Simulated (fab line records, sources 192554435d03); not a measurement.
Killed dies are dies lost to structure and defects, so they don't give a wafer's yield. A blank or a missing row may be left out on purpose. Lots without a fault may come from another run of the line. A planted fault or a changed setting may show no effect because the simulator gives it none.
fab line records | flow n5_finfet
record lots=7 wafers=21
route steps=1938 shown BEOL_M10@1496 BEOL_M11@1560 BEOL_M12@1649 BEOL_M13@1705 BEOL_M14@1770 MIM_TOP_LITHO@1845 TV_LITHO@1879 PASSIVATION@1921
start_h: hours from the record's first day to the start of the lot's first wafer shown | wait_h: hours since the lot's step before | " the same as in the row above | L1.1+2: a row that stands for several wafers | - no value, or no start given | * or withheld: withheld | < > ~ a bound
route shown NAME@n: a module of which the file shows steps, and the number in the route of the first | usual: mean/standard deviation of fault-free wafers | same: alike in all rows | chamber/n: place in a boat | sites: the reading at each site | _std_site: their standard deviation | _edge_site: outer sites' mean less inner sites' | radius_mm: how far each site lies from the wafer's centre | mask NAME#n: copy n | behind: the tool/chamber that last shaped the wafer | hold: why the lot was held/for how many hours/how that ended | device: the transistor (n, p or np) that didn't switch | end of line: the same wafers' tests at the end of the route | a step without rows: its recipe alone | killed: dies lost to structure and defects at the first sort, not the wafer's yield | map: a wafer's dies, x killed, . not, _ none there
set.NAME: the setting as run; set.NAME@STEP: as run at that earlier step | model.NAME: the simulator's own value behind a step, which no gauge read
lots whose settings were changed on purpose; a table a step, a row a wafer
## steps
# step N5_BEOL_M10_COAT_22
# recipe resist=CAR-ArF spin_rpm=1500 resist_thk_nm=90
# columns lot.wafer tool chamber start_h wait_h set.spin_rpm model.CAR-ArF_of_BEOL_M10_COAT_22.thk_nm
L074.2+6 litho_track-02 0 - - 1500 90.2
L074.4 " 0 " " 1500 90
L078.3 litho_track-02 0 - - 1500 89.8
L078.5 " 0 " " 1500 90
L078.6 " 0 " " 1500 89.6
L077.3+6 litho_track-02 0 - - 1500 89.8
L077.4 " 0 " " 1500 90
L079.2 litho_track-04 0 - - 1500 90
L079.5 " 0 " " 1500 90.4
L079.6 " 0 " " 1500 90.2
L082.2 litho_track-03 0 - - 1500 90.6
L082.4 " 0 " " 1500 90.4
L082.6 " 0 " " 1500 90.2
L094.3 litho_track-03 0 - - 1500 90.4
L094.4 " 0 " " 1500 90.2
L094.6 " 0 " " 1363 94.6
L096.1+6 litho_track-02 0 - - 1392 93.4
L096.2 " 0 " " 1500 89.8
# step N5_BEOL_M10_EBR_24
# recipe solvent=PGMEA ebr_width_mm=1.5
# step N5_BEOL_M10_SOFTBAKE_23
# recipe temp_c=110 time_s=60 resist=CAR-ArF
# step N5_BEOL_M10_EXPOSE_25
# recipe mask_id=V9 na=1.35 source_shape=annular sigma_inner=0.5 sigma_outer=0.8 polarization=unpolarized dose_mj=85.5
# step N5_BEOL_M10_PEB_26
# recipe peb_temp_c=withheld peb_time_s=60 resist=CAR-ArF
# step N5_BEOL_M10_DEVELOP_27
# recipe develop_time_s=30 developer=TMAH resist=CAR-ArF rinse_liquid=diw dry=air_spin dev_temp_c=23
# columns lot.wafer tool chamber start_h wait_h set.spin_rpm@BEOL_M10_COAT_22 model.CAR-ArF_of_BEOL_M10_COAT_22.thk_nm
L074.2 litho_track-03 0 - - 1500 88.6
L074.4 " 0 " " 1500 88.2
L074.6 " 0 " " 1500 88.4
L078.3+6 litho_track-02 0 - - 1500 88
L078.5 " 0 " " 1500 88.2
L077.3+4 litho_track-02 0 - - 1500 88.2
L077.6 " 0 " " 1500 88
L079.2+6 litho_track-03 0 - - 1500 88.4
L079.5 " 0 " " 1500 88.6
L082.2+4 litho_track-02 0 - - 1500 88.8
L082.6 " 0 " " 1500 88.6
L094.3 litho_track-02 0 - - 1500 88.8
L094.4 " 0 " " 1500 88.4
L094.6 " 0 " " 1363 93
L096.1+6 litho_track-03 0 - - 1392 91.6
L096.2 " 0 " " 1500 88
# step N5_BEOL_M10_DESCUM_33
# recipe chemistry=O2 time_s=7.9 source_power_w=50 bias_power_w=20 pressure_mtorr=20 rf_frequency_hz=2.712e+07 temp_c=40 resist=CAR-ArF o2_flow_sccm=225
# step N5_BEOL_M10_ETCH_65
# recipe chemistry=CF4 target=SiARC target_depth_a=390 mask_material=CAR-ArF time_s=65 ion_energy_ev=80 pressure_mtorr=40 source_w=545 bias_w=36 Ar_flow_sccm=100 cf4_flow_sccm=100 ends=cleared
# step N5_BEOL_M10_ETCH_66
# recipe chemistry=N2/H2 target=SOC target_depth_a=1200 overetch_a=240 mask_material=SiARC temp_c=40 time_s=180 ion_energy_ev=200 pressure_mtorr=30 source_w=840 bias_w=150 n2_flow_sccm=200 h2_flow_sccm=200
# columns lot.wafer tool chamber start_h wait_h set.spin_rpm@BEOL_M10_COAT_63 model.etch.depth_nm
L074.2+6 rie_diel-02 0,2 213.56 0.0 1500 100.2
L074.4 " 3 " " 1500 100
L078.3 rie_diel-05 2 225.84 0.0 1500 100.1
L078.5 " 2 " " 1454 102
L078.6 " 3 " " 1454 101.9
L077.3 rie_diel-05 1 228.94 0.0 1500 100.4
L077.4 " 0 " " 1500 100.3
L077.6 " 3 " " 1445 102.4
L079.2 rie_diel-02 1 248.49 0.0 1500 100.9
L079.5 " 1 " " 1500 100.7
L079.6 " 2 " " 1389 104.8
L082.2 rie_diel-02 3 275.08 0.0 1500 100.6
L082.4 " 1 " " 1500 100.8
L082.6 " 3 " " 1500 100.7
L094.3 rie_diel-05 0 345.11 0.0 1500 99.79
L094.4 " 0 " " 1500 100.1
L094.6 " 3 " " 1500 99.62
L096.1 rie_diel-02 2 371.85 0.0 1555 98.08
L096.2 " 3 " " 1500 100
L096.6 " 2 " " 1500 99.86
# step N5_BEOL_M10_STRIP_69
# recipe chemistry=N2/H2 temp_c=40 n2_flow_sccm=200 h2_flow_sccm=200 rf_frequency_hz=6e+07
# step N5_BEOL_M10_VIA_ETCH_34
# recipe chemistry=C4F6/O2 target=SiCOH_lowk target_depth_a=1845 mask_material=SOC taper_deg=4 time_s=69.2 ion_energy_ev=250 pressure_mtorr=30 source_w=345 bias_w=185 Ar_flow_sccm=300 C4F6_flow_sccm=10 O2_flow_sccm=10
# columns lot.wafer tool chamber start_h wait_h set.spin_rpm@BEOL_M10_COAT_63 model.SOC_of_BEOL_M10_COAT_63.thk_nm
L074.2+4+6 rie_diel-02 0,3,2 213.69 0.0 1500 92.2
L078.3 rie_diel-05 2 225.97 0.0 1500 92
L078.5+6 " 2,3 " " 1454 94
L077.3+4 rie_diel-05 1,0 229.06 0.0 1500 92.4
L077.6 " 3 " " 1445 94.4
L079.2 rie_diel-02 1 248.61 0.0 1500 93.2
L079.5 " 1 " " 1500 93
L079.6 " 2 " " 1389 96.8
L082.2+6 rie_diel-02 3 275.20 0.0 1500 92.6
L082.4 " 1 " " 1500 93
L094.3 rie_diel-05 0 345.23 0.0 1500 91.8
L094.4 " 0 " " 1500 92
L094.6 " 3 " " 1500 91.6
L096.1 rie_diel-02 2 371.98 0.0 1555 90.2
L096.2+6 " 3,2 " " 1500 92
# step N5_BEOL_M11_COAT_63
# recipe resist=SOC temp_c=250 time_s=60 spin_rpm=1500 resist_thk_nm=100
# columns lot.wafer tool chamber start_h wait_h set.spin_rpm model.SOC_of_BEOL_M11_COAT_63.thk_nm
L074.2+4+6 litho_track-02 0 221.20 1.2 1500 100
L078.3 litho_track-01 0 233.71 1.6 1386 104
L078.5 " 0 " " 1500 100.4
L078.6 " 0 " " 1500 100.2
L077.3 litho_track-01 0 241.57 4.4 1356 104.8
L077.4 " 0 " " 1500 99.6
L077.6 " 0 " " 1500 99.8
L079.2 litho_track-01 0 255.84 0.2 1500 100
L079.5 " 0 " " 1422 102.8
L079.6 " 0 " " 1500 100.2
L082.2+6 litho_track-02 0 283.62 1.1 1433 102.4
L082.4 " 0 " " 1500 100
L094.3 litho_track-02 0 356.20 3.7 1500 100.6
L094.4 " 0 " " 1636 96.2
L094.6 " 0 " " 1636 96
L096.1+6 litho_track-01 0 379.65 1.6 1500 100.2
L096.2 " 0 " " 1500 100.6
# step N5_BEOL_M11_COAT_64
# recipe resist=SiARC temp_c=220 time_s=60 spin_rpm=1500 resist_thk_nm=30
# step N5_BEOL_M11_COAT_22
# recipe resist=CAR-ArF spin_rpm=1500 resist_thk_nm=90
# step N5_BEOL_M11_DESCUM_33
# recipe chemistry=O2 time_s=7.9 source_power_w=50 bias_power_w=20 pressure_mtorr=20 rf_frequency_hz=2.712e+07 temp_c=40 resist=CAR-ArF o2_flow_sccm=225
# step N5_BEOL_M11_ETCH_65
# recipe chemistry=CF4 target=SiARC target_depth_a=390 mask_material=CAR-ArF time_s=65 ion_energy_ev=80 pressure_mtorr=40 source_w=545 bias_w=36 Ar_flow_sccm=100 cf4_flow_sccm=100 ends=cleared
# step N5_BEOL_M11_ETCH_66
# recipe chemistry=N2/H2 target=SOC target_depth_a=1200 overetch_a=240 mask_material=SiARC temp_c=40 time_s=180 ion_energy_ev=200 pressure_mtorr=30 source_w=840 bias_w=150 n2_flow_sccm=200 h2_flow_sccm=200
# columns lot.wafer tool chamber start_h wait_h set.spin_rpm@BEOL_M11_COAT_63 model.etch.depth_nm
L074.2 rie_diel-03 2 221.75 0.0 1500 100.1
L074.4 " 1 " " 1500 99.91
L074.6 " 3 " " 1500 99.92
L078.3 rie_diel-01 1 234.14 0.0 1386 104
L078.5 " 2 " " 1500 100.5
L078.6 " 3 " " 1500 100.1
L077.3 rie_diel-04 3 242.25 0.0 1356 104.9
L077.4 " 1 " " 1500 99.67
L077.6 " 2 " " 1500 99.83
L079.2 rie_diel-04 3 266.61 0.0 1500 99.97
L079.5 " 1 " " 1422 102.9
L079.6 " 0 " " 1500 100.1
L082.2 rie_diel-04 3 284.04 0.0 1433 102.3
L082.4 " 1 " " 1500 100.1
L082.6 " 2 " " 1433 102.4
L094.3 rie_diel-01 0 356.62 0.0 1500 100.5
L094.4 " 2 " " 1636 96.3
L094.6 " 3 " " 1636 96.07
L096.1 rie_diel-03 3 380.20 0.0 1500 100.2
L096.2 " 0 " " 1500 100.6
L096.6 " 0 " " 1500 100.3
# step N5_BEOL_M12_SPUTTER_44
# recipe material=Ta target_thk_a=100 temp_c=50 bias_v=80 power_w=15000 chamber_pressure_pa=0.07 time_s=16.13
# columns lot.wafer tool chamber start_h wait_h set.time_s model.Ta_of_BEOL_M12_SPUTTER_44.thk_nm
L074.2+4+6 pvd_sputter-02 - 229.60 0.0 16.13 10.2
L078.3+5 pvd_sputter-02 - 246.82 0.0 17.05 10.4
L078.6 " - " " 16.13 9.8
L077.3+4 pvd_sputter-03 - 251.54 0.0 16.99 10.6
L077.6 " - " " 16.13 10
L079.2 pvd_sputter-02 - 275.62 0.0 16.76 10.4
L079.5+6 " - " " 16.13 10
L082.2+4 pvd_sputter-02 - 292.14 0.0 15.16 9.4
L082.6 " - " " 16.13 10
L094.3 pvd_sputter-01 - 362.81 0.0 16.13 10
L094.4 " - " " 15.21 9.6
L094.6 " - " " 15.21 9.4
L096.1+2 pvd_sputter-02 - 388.19 0.0 16.13 10
L096.6 " - " " 16.13 9.8
# step N5_BEOL_M13_SPUTTER_43
# recipe material=TaN target_thk_a=150 temp_c=50 bias_v=168.6 power_w=15000 chamber_pressure_pa=0.12 time_s=24.19
# columns lot.wafer tool chamber start_h wait_h set.time_s model.TaN_of_BEOL_M13_SPUTTER_43.thk_nm
L074.2 pvd_sputter-02 - 237.01 0.0 24.19 15.2
L074.4+6 " - " " 24.19 15
L078.3+5+6 pvd_sputter-01 - 251.80 0.0 24.19 14.8
L077.3+6 pvd_sputter-02 - 257.88 0.0 24.19 14.8
L077.4 " - " " 24.19 15
L079.2 pvd_sputter-03 - 281.92 0.0 20.69 12.8
L079.5 " - " " 20.69 12.6
L079.6 " - " " 24.19 14.6
L082.2+4+6 pvd_sputter-02 - 298.96 0.0 24.19 15.2
L094.3+4+6 pvd_sputter-03 - 366.99 0.0 24.19 15.2
L096.1 pvd_sputter-02 - 393.55 0.0 24.19 15.2
L096.2 " - " " 24.19 15
L096.6 " - " " 26.2 16.4
# step N5_BEOL_M13_SPUTTER_44
# recipe material=Ta target_thk_a=100 temp_c=50 bias_v=80 power_w=15000 chamber_pressure_pa=0.07 time_s=16.13
# columns lot.wafer tool chamber start_h wait_h set.power_w model.Ta_of_BEOL_M13_SPUTTER_44.thk_nm
L074.2+6 pvd_sputter-02 - 237.09 0.0 15000 10
L074.4 " - " " 15000 10.2
L078.3 pvd_sputter-01 - 251.88 0.0 13500 9
L078.5 " - " " 15000 10
L078.6 " - " " 15000 10.2
L077.3 pvd_sputter-02 - 257.96 0.0 12510 8.4
L077.4 " - " " 15000 10
L077.6 " - " " 12510 8.6
L079.2+5 pvd_sputter-03 - 282.00 0.0 15000 10.2
L079.6 " - " " 13700 9.4
L082.2 pvd_sputter-02 - 299.04 0.0 16470 11
L082.4 " - " " 15000 10
L082.6 " - " " 16470 11.2
L094.3+6 pvd_sputter-03 - 367.07 0.0 15000 10
L094.4 " - " " 16960 11.4
L096.1+2 pvd_sputter-02 - 393.63 0.0 17160 11.4
L096.6 " - " " 15000 10
# step N5_BEOL_M14_DEP_53
# recipe material=SiCN target_thk_a=500 temp_c=withheld precursor=3MS/NH3 pressure_torr=3 rf_w=675 time_s=17.8
# columns lot.wafer tool chamber start_h wait_h set.time_s model.SiCN_of_BEOL_M14_DEP_53.thk_nm
L074.2 pecvd-04 2 248.98 0.0 17.8 49.4
L074.4 " 1 " " 17.8 50.6
L074.6 " 2 " " 17.8 50.4
L078.3 pecvd-02 2 259.25 0.0 19.31 54.4
L078.5 " 0 " " 17.8 51.2
L078.6 " 1 " " 19.31 55
L077.3 pecvd-04 1 263.28 0.0 19.01 53.2
L077.4 " 0 " " 17.8 50.2
L077.6 " 1 " " 19.01 53.4
L079.2 pecvd-03 0 290.52 0.0 17.8 49.2
L079.5 " 2 " " 16.43 46.6
L079.6 " 0 " " 17.8 50.4
L082.2 pecvd-03 1 307.60 0.0 17.8 49.4
L082.4 " 0 " " 17.8 50
L082.6 " 2 " " 17.8 50.4
L094.3 pecvd-03 2 373.74 0.0 17.8 50.4
L094.4 " 0 " " 17.8 51.2
L094.6 " 2 " " 17.8 50.2
L096.1+2 pecvd-02 0,2 400.71 0.0 17.8 49.2
L096.6 " 0 " " 17.8 50.2
# step N5_MIM_TOP_LITHO_DEVELOP_07
# recipe develop_time_s=60 rinse_liquid=diw dry=air_spin dev_temp_c=21
# columns lot.wafer tool chamber start_h wait_h set.develop_time_s
L074.2+4+6 litho_track-02 0 - - 60
L078.3+6 litho_track-01 0 - - 60
L078.5 " 0 " " 49.82
L077.3+4+6 litho_track-01 0 - - 60
L079.2+5+6 litho_track-01 0 - - 60
L082.2+4 litho_track-01 0 - - 70.67
L082.6 " 0 " " 60
L094.3+6 litho_track-01 0 - - 60
L094.4 " 0 " " 48
L096.1+2+6 litho_track-05 0 - - 60
# step N5_MIM_TOP_LITHO_HARDBAKE_09
# recipe temp_c=130 time_s=120
# step N5_MIM_TOP_LITHO_CD_MEAS_08
# recipe target_cd_nm=2000 landing_energy_ev=500 detector=se_inlens
# usual cd_nm=2000.4/1.4
# columns lot.wafer tool chamber start_h wait_h set.develop_time_s@MIM_TOP_LITHO_DEVELOP_07 cd_nm
L074.2 cd_sem-02 0 258.69 - 60 1999.8
L074.4 " 0 " " 60 1999.1
L074.6 " 0 " " 60 1999.7
L078.3 cd_sem-03 0 267.90 - 60 2001.1
L078.5 " 0 " " 49.82 2004.5
L078.6 " 0 " " 60 1999.6
L077.3 cd_sem-01 0 271.45 - 60 2002.4
L077.4 " 0 " " 60 2003.5
L077.6 " 0 " " 60 2003.1
L079.2 cd_sem-01 0 306.59 - 60 1999.6
L079.5 " 0 " " 60 1999.8
L079.6 " 0 " " 60 2000.7
L082.2 cd_sem-01 0 318.67 - 70.67 1997.1
L082.4 " 0 " " 70.67 1998.4
L082.6 " 0 " " 60 1999.6
L094.3 cd_sem-03 0 382.36 - 60 2001.4
L094.4 " 0 " " 48 2004.9
L094.6 " 0 " " 60 2002.4
L096.1 cd_sem-02 0 409.85 - 60 2000.4
L096.2 " 0 " " 60 1999.4
L096.6 " 0 " " 60 2000.3
# step N5_PASSIVATION_EXPOSE_07
# recipe mask_id=TV na=0.55 source_shape=conventional sigma_outer=0.8 polarization=unpolarized defocus_nm=0 target_cd_nm=3000 dose_mj=22.75
# columns lot.wafer tool chamber start_h wait_h mask set.dose_mj
L074.2+4+6 krf_scanner-01 0 260.62 - TV#0 22.75
L078.3+5+6 krf_scanner-02 0 271.50 - TV#0 22.75
L077.3+4+6 krf_scanner-02 0 275.05 - TV#0 22.75
L079.2+5+6 krf_scanner-02 0 309.52 - TV#0 22.75
L082.2 krf_scanner-01 0 322.09 - TV#0 23.94
L082.4+6 " 0 " " TV#0 22.75
L094.3 krf_scanner-01 0 384.64 - TV#0 21.64
L094.4+6 " 0 " " TV#0 22.75
L096.1+2+6 krf_scanner-02 0 414.24 - TV#0 21.98
# step N5_PASSIVATION_DEVELOP_09
# recipe develop_time_s=60 rinse_liquid=diw dry=air_spin dev_temp_c=21
# columns lot.wafer tool chamber start_h wait_h set.develop_time_s
L074.2+4+6 litho_track-03 0 - - 60
L078.3+5+6 litho_track-05 0 - - 60
L077.3 litho_track-02 0 - - 60
L077.4+6 " 0 " " 53
L079.2+5 litho_track-05 0 - - 69.31
L079.6 " 0 " " 60
L082.2+4+6 litho_track-03 0 - - 60
L094.3+4+6 litho_track-02 0 - - 60
L096.1 litho_track-02 0 - - 60
L096.2+6 " 0 " " 54.18
# step N5_PASSIVATION_HARDBAKE_11
# recipe temp_c=130 time_s=120
# step N5_PASSIVATION_CD_MEAS_10
# recipe target_cd_nm=3000 landing_energy_ev=500 detector=se_inlens
# usual cd_nm=3000.3/1.6
# columns lot.wafer tool chamber start_h wait_h set.dose_mj@PASSIVATION_EXPOSE_07 cd_nm
L074.2 cd_sem-02 0 260.79 - 22.75 3002.7
L074.4 " 0 " " 22.75 3001.8
L074.6 " 0 " " 22.75 3000.4
L078.3 cd_sem-02 0 271.67 - 22.75 2999.1
L078.5 " 0 " " 22.75 3001.1
L078.6 " 0 " " 22.75 3001.4
L077.3 cd_sem-03 0 275.22 - 22.75 3000.1
L077.4 " 0 " " 22.75 2996.9
L077.6 " 0 " " 22.75 2999.1
L079.2 cd_sem-02 0 309.69 - 22.75 3004.6
L079.5 " 0 " " 22.75 3003.8
L079.6 " 0 " " 22.75 3000.9
L082.2 cd_sem-03 0 322.26 - 23.94 3011.0
L082.4 " 0 " " 22.75 3000.8
L082.6 " 0 " " 22.75 3000.0
L094.3 cd_sem-01 0 384.81 - 21.64 2989.3
L094.4 " 0 " " 22.75 3001.8
L094.6 " 0 " " 22.75 3000.6
L096.1 cd_sem-02 0 414.41 - 21.98 2995.4
L096.2 " 0 " " 21.98 2989.3
L096.6 " 0 " " 21.98 2992.6
# step N5_PASSIVATION_EXPOSE_41
# recipe mask_id=PASS_OPEN na=0.55 defocus_nm=0 source_shape=conventional sigma_outer=0.8 polarization=unpolarized target_cd_nm=40000 dose_mj=57.25
# columns lot.wafer tool chamber start_h wait_h mask set.dose_mj
L074.2+4+6 krf_scanner-01 0 264.25 - PASS_OPEN#0 57.25
L078.3+5 krf_scanner-01 0 275.10 - PASS_OPEN#0 54.61
L078.6 " 0 " " PASS_OPEN#0 57.25
L077.3+6 krf_scanner-02 0 278.77 - PASS_OPEN#0 54.31
L077.4 " 0 " " PASS_OPEN#0 57.25
L079.2+5+6 krf_scanner-01 0 313.66 - PASS_OPEN#0 54.75
L082.2+4+6 krf_scanner-01 0 326.29 - PASS_OPEN#0 57.25
L094.3 krf_scanner-01 0 388.30 - PASS_OPEN#0 57.25
L094.4+6 " 0 " " PASS_OPEN#0 59.97
L096.1+2 krf_scanner-01 0 419.06 - PASS_OPEN#0 57.25
L096.6 " 0 " " PASS_OPEN#0 60.63
# step N5_PASSIVATION_PEB_42
# recipe peb_temp_c=withheld peb_time_s=*
# columns lot.wafer tool chamber start_h wait_h set.peb_time_s
L074.2+4+6 litho_track-05 0 264.31 0.0 *
L078.3 litho_track-01 0 275.15 0.0 *
L078.5+6 " 0 " " *
L077.3+4+6 litho_track-04 0 278.82 0.0 *
L079.2+5+6 litho_track-01 0 313.71 0.0 *
L082.2+4+6 litho_track-01 0 326.34 0.0 *
L094.3+6 litho_track-01 0 388.35 0.0 *
L094.4 " 0 " " *
L096.1+2+6 litho_track-05 0 419.12 0.1 *
# step N5_PASSIVATION_DEVELOP_43
# recipe develop_time_s=60 rinse_liquid=diw dry=air_spin dev_temp_c=21
# step N5_PASSIVATION_HARDBAKE_45
# recipe temp_c=130 time_s=120
# step N5_PASSIVATION_CD_MEAS_44
# recipe target_cd_nm=40000 landing_energy_ev=500 detector=se_inlens
# usual cd_nm=40000/2.5
# columns lot.wafer tool chamber start_h wait_h set.dose_mj@PASSIVATION_EXPOSE_41 cd_nm
L074.2 cd_sem-03 0 264.43 - 57.25 39999
L074.4 " 0 " " 57.25 39997
L074.6 " 0 " " 57.25 40003
L078.3 cd_sem-03 0 275.27 - 54.61 39992
L078.5 " 0 " " 54.61 39982
L078.6 " 0 " " 57.25 40004
L077.3 cd_sem-03 0 278.94 - 54.31 39979
L077.4 " 0 " " 57.25 40001
L077.6 " 0 " " 54.31 39977
L079.2 cd_sem-02 0 313.83 - 54.75 39985
L079.5 " 0 " " 54.75 39984
L079.6 " 0 " " 54.75 39986
L082.2 cd_sem-03 0 326.46 - 57.25 40001
L082.4 " 0 " " 57.25 40002
L082.6 " 0 " " 57.25 39999
L094.3 cd_sem-03 0 388.47 - 57.25 40003
L094.4 " 0 " " 59.97 40025
L094.6 " 0 " " 59.97 40020
L096.1 cd_sem-01 0 419.24 - 57.25 39998
L096.2 " 0 " " 57.25 40003
L096.6 " 0 " " 60.63 40016
## key
split step=N5_BEOL_M10_COAT_22 setting=spin_rpm stated=1500 by=wafer
response step=N5_BEOL_M10_COAT_22 reading=model.CAR-ArF_of_BEOL_M10_COAT_22.thk_nm change=-0.482 per=1% r=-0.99
response step=N5_BEOL_M10_DEVELOP_27 reading=model.CAR-ArF_of_BEOL_M10_COAT_22.thk_nm change=-0.489 per=1% r=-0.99
split step=N5_BEOL_M11_COAT_63 setting=spin_rpm stated=1500 by=wafer
response step=N5_BEOL_M11_COAT_63 reading=model.SOC_of_BEOL_M11_COAT_63.thk_nm change=-0.511 per=1% r=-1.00
response step=N5_BEOL_M11_ETCH_66 reading=model.etch.depth_nm change=-0.506 per=1% r=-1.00
split step=N5_BEOL_M12_SPUTTER_44 setting=time_s stated=16.13 by=wafer
response step=N5_BEOL_M12_SPUTTER_44 reading=model.Ta_of_BEOL_M12_SPUTTER_44.thk_nm change=+0.101 per=1% r=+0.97
split step=N5_BEOL_M13_SPUTTER_43 setting=time_s stated=24.19 by=wafer
response step=N5_BEOL_M13_SPUTTER_43 reading=model.TaN_of_BEOL_M13_SPUTTER_43.thk_nm change=+0.138 per=1% r=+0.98
split step=N5_BEOL_M13_SPUTTER_44 setting=power_w stated=15000 by=wafer
response step=N5_BEOL_M13_SPUTTER_44 reading=model.Ta_of_BEOL_M13_SPUTTER_44.thk_nm change=+0.0996 per=1% r=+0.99
split step=N5_BEOL_M14_DEP_53 setting=time_s stated=17.8 by=wafer
response step=N5_BEOL_M14_DEP_53 reading=model.SiCN_of_BEOL_M14_DEP_53.thk_nm change=+0.425 per=1% r=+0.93
split step=N5_MIM_TOP_LITHO_DEVELOP_07 setting=develop_time_s stated=60 by=wafer
response step=N5_MIM_TOP_LITHO_CD_MEAS_08 reading=cd_nm change=-0.162 per=1% r=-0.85
split step=N5_PASSIVATION_EXPOSE_07 setting=dose_mj stated=22.75 by=wafer
response step=N5_PASSIVATION_CD_MEAS_10 reading=cd_nm change=+2.22 per=1% r=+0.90
split step=N5_PASSIVATION_DEVELOP_09 setting=develop_time_s stated=60 by=wafer
response none clear
split step=N5_PASSIVATION_EXPOSE_41 setting=dose_mj stated=57.25 by=wafer
response step=N5_PASSIVATION_CD_MEAS_44 reading=cd_nm change=+3.61 per=1% r=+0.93
split step=N5_PASSIVATION_PEB_42 setting=peb_time_s stated=* by=wafer
response none clear
split outside_this_file step=N5_BEOL_M10_COAT_63 setting=spin_rpm
# split outside_this_file: this setting was split too, and the file shows its column; the key of that split is in another file
